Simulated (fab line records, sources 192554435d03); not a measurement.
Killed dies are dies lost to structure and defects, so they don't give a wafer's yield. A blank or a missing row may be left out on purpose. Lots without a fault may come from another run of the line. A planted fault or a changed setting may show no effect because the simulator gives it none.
Split-lot experiment | flow n5_finfet | 7 lots, 21 wafers read, on a route of 1938 steps

THE SPLIT
At N5_BEOL_M8_ILD_DEP_00 (deposits SiCOH lowk from DEMS/porogen, target thk 179.75 nm, time 33.4 s), the setting time_s was moved away from the recipe's 33.4 s on 3 of the 21 wafers read, by -8.7% to +14.4%. The other wafers ran this setting at the recipe's value.

FROM THE SPLIT TO THE READING: what the file shows between them, 1 step
- N5_BEOL_M8_CURE_74: cures SiCOH lowk, time 240 s

THE READING
M8_ILD_THK, in nm, at N5_BEOL_M8_THK_MEAS_01. Fault-free wafers of this fab line usually give 155.4 nm, standard deviation 2.1 nm.

wafer  | tool, chamber at the split | time_s as run, s | against the recipe | M8_ILD_THK, nm | against lot-mates on the recipe
L088.3 | pecvd-04, 0                | 33.4             | recipe             | 154.5          | -
L088.5 | pecvd-04, 0                | 33.4             | recipe             | 158.0          | -
L088.6 | pecvd-04, 2                | 33.4             | recipe             | 157.2          | -
L089.2 | pecvd-04, 1                | 33.4             | recipe             | 156.4          | -
L089.5 | pecvd-04, 2                | 33.4             | recipe             | 157.5          | -
L089.6 | pecvd-04, 1                | 33.4             | recipe             | 156.3          | -
L090.4 | pecvd-04, 0,1              | 33.4             | recipe             | 155.9          | -
L090.5 | pecvd-04, 0,1              | 33.4             | recipe             | 155.6          | -
L090.6 | pecvd-04, 2                | 33.4             | recipe             | 156.8          | -
L091.3 | pecvd-04, 0                | 33.4             | recipe             | 157.0          | -
L091.4 | pecvd-04, 2                | 33.4             | recipe             | 159.1          | -
L091.5 | pecvd-04, 0                | 38.22            | +14.4%             | 180.7          | +22.6
L092.2 | pecvd-02, 0                | 33.4             | recipe             | 153.3          | -
L092.4 | pecvd-02, 1                | 33.4             | recipe             | 156.8          | -
L092.5 | pecvd-02, 0                | 33.4             | recipe             | 156.9          | -
L093.3 | pecvd-02, 0                | 33.4             | recipe             | 154.1          | -
L093.4 | pecvd-02, 2                | 33.4             | recipe             | 157.1          | -
L093.5 | pecvd-02, 1                | 33.4             | recipe             | 159.1          | -
L094.1 | pecvd-02, 2                | 30.51            | -8.7%              | 139.2          | -16.2
L094.5 | pecvd-02, 1                | 30.51            | -8.7%              | 143.3          | -12.1
L094.6 | pecvd-02, 0                | 33.4             | recipe             | 155.4          | -
Where a row lists several chambers, the file gives one row for several wafers and doesn't say which wafer went through which chamber.

THE FIT
A straight line over all 21 wafers: M8_ILD_THK changes by +1.71 nm for each +1% of time_s; r = +0.98; the points scatter about the line by 1.6 nm.
The same after taking each lot's own level away (the mean of its wafers on the recipe; 21 wafers): +1.6 nm for each +1%; r = +0.98; scatter 1.5 nm.
On that fit, the largest move of time_s shifts the reading by 23 nm.
The lots' own levels span 155.40 to 158.05 nm, that is 1.3 times the standard deviation above.
So the lot-to-lot level changes the slope little: the two slopes agree.
Check: with one of the wafers moved furthest among these (+14.4%) left out of the fit, the line predicts +23.6 nm for it against its lot-mates. It came out at +22.6 nm against them.

OTHER SPLITS ON THESE WAFERS
These wafers also went through other splits before the reading. Each is held against what the fit with the lots' levels taken away leaves over:
other split on the same wafers | wafers away from the commonest value | r with M8_ILD_THK (lot level and that fit taken away)
N5_BEOL_M5_COAT_22 spin_rpm    | 6                                    | +0.18
N5_BEOL_M6_COAT_22 spin_rpm    | 6                                    | +0.04

THE WHOLE CHAIN: every reading that the file lists as answering this split, in the file's order
step                   | what it does                                                             | reading                                                                                  | change (the file's fit)              | r (the file's)
N5_BEOL_M8_ILD_DEP_00  | deposits SiCOH lowk from DEMS/porogen, target thk 179.75 nm, time 33.4 s | SiCOH_lowk_of_BEOL_M8_ILD_DEP_00.thk_nm (the simulator's own value, which no gauge read) | +1.83 nm for each +1% of the setting | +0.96
N5_BEOL_M8_CURE_74     | cures SiCOH lowk, time 240 s                                             | SiCOH_lowk_of_BEOL_M8_ILD_DEP_00.thk_nm (the simulator's own value, which no gauge read) | +1.59 nm for each +1% of the setting | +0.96
N5_BEOL_M8_THK_MEAS_01 |                                                                          | M8_ILD_THK                                                                               | +1.59 for each +1% of the setting    | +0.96

THE FILE'S OWN FIT
M8_ILD_THK changes by +1.59 nm for each +1% of time_s, r = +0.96.
